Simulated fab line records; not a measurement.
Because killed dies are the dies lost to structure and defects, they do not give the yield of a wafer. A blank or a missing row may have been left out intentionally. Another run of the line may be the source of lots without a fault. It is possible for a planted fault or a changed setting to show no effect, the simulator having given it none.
Chamber matching | flow n5-finfet | N5_BEOL_M14_DESCUM_15 on rie-diel-03 has 4 sister chambers
The step chemistry O2, time 7.9 s. 16 wafers are shown with their chamber, then 8 later ones without.

WAFERS WITH THEIR CHAMBER
wafer  | chamber | drypump-motor-current-A (A) | showerhead-plenum-p-Torr (Torr) | oes-product-au (a.u.)
L075.1 | 0       | 5.4                         | 2.01                            | 0.70
L075.2 | 3       | 6.6                         | 2.19                            | 0.78
L075.6 | 1       | 5.7                         | 2.13                            | 0.94
L074.3 | 2       | 5.7                         | 2.21                            | 0.87
L074.5 | 0       | 5.4                         | 2.01                            | 0.71
L074.6 | 3       | 6.6                         | 2.19                            | 0.78
L076.4 | 3       | 6.6                         | 2.19                            | 0.78
L076.5 | 2       | 5.7                         | 2.21                            | 0.86
L076.6 | 3       | 6.6                         | 2.19                            | 0.78
L083.3 | 2       | 5.7                         | 2.21                            | 0.87
L083.5 | 0       | 5.3                         | 2.00                            | 0.71
L083.6 | 1       | 5.7                         | 2.13                            | 0.93
L085.2 | 2       | 5.7                         | 2.20                            | 0.83
L085.3 | 3       | 6.6                         | 2.18                            | 0.76
L085.4 | 2       | 5.7                         | 2.20                            | 0.84
L086.1 | 3       | 6.6                         | 2.18                            | 0.76

SIGNATURES (averages over the wafers above)
reading                  | chamber 0 | chamber 1 | chamber 2 | chamber 3 | scatter within a chamber
drypump-motor-current-A  | 5.367     | 5.700     | 5.700     | 6.600     | 0.0236
showerhead-plenum-p-Torr | 2.0067    | 2.1300    | 2.2060    | 2.1867    | 0.00516
oes-product-au           | 0.7067    | 0.9350    | 0.8540    | 0.7733    | 0.0128
Rule: distance of a wafer from a chamber = root of the sum over the readings of ((wafer's reading minus chamber's mean) / reading's scatter) squared. If the next closest chamber is less than 2 further off than the closest, the wafer can't be placed; otherwise it belongs to the closest. The scatter: take each reading less its chamber's mean, square it, sum over the shown wafers, divide by the number of wafers less the number of chambers, and take the root.

WAFERS WITH NO CHAMBER GIVEN
wafer  | drypump-motor-current-A (A) | showerhead-plenum-p-Torr (Torr) | oes-product-au (a.u.)
L086.5 | 5.7                         | 2.12                            | 0.89
L086.6 | 5.4                         | 2.00                            | 0.69
L091.1 | 5.7                         | 2.20                            | 0.82
L091.2 | 5.6                         | 2.12                            | 0.90
L091.3 | 6.6                         | 2.18                            | 0.74
L096.1 | 5.3                         | 2.26                            | 0.96
L096.2 | 5.7                         | 2.19                            | 0.80
L096.4 | 5.6                         | 2.12                            | 0.86

CHAMBER TAKEN BY EACH
wafer  | from the rows above | in truth
L086.5 | 1                   | 1
L086.6 | 0                   | 0
L091.1 | 2                   | 2
L091.2 | 1                   | 1
L091.3 | 3                   | 3
L096.1 | 2                   | 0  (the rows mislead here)
L096.2 | 2                   | 2
L096.4 | 1                   | 1
Correctly placed: 7 of 8. Number that these rows cannot place: 0. Wrongly placed: 1.
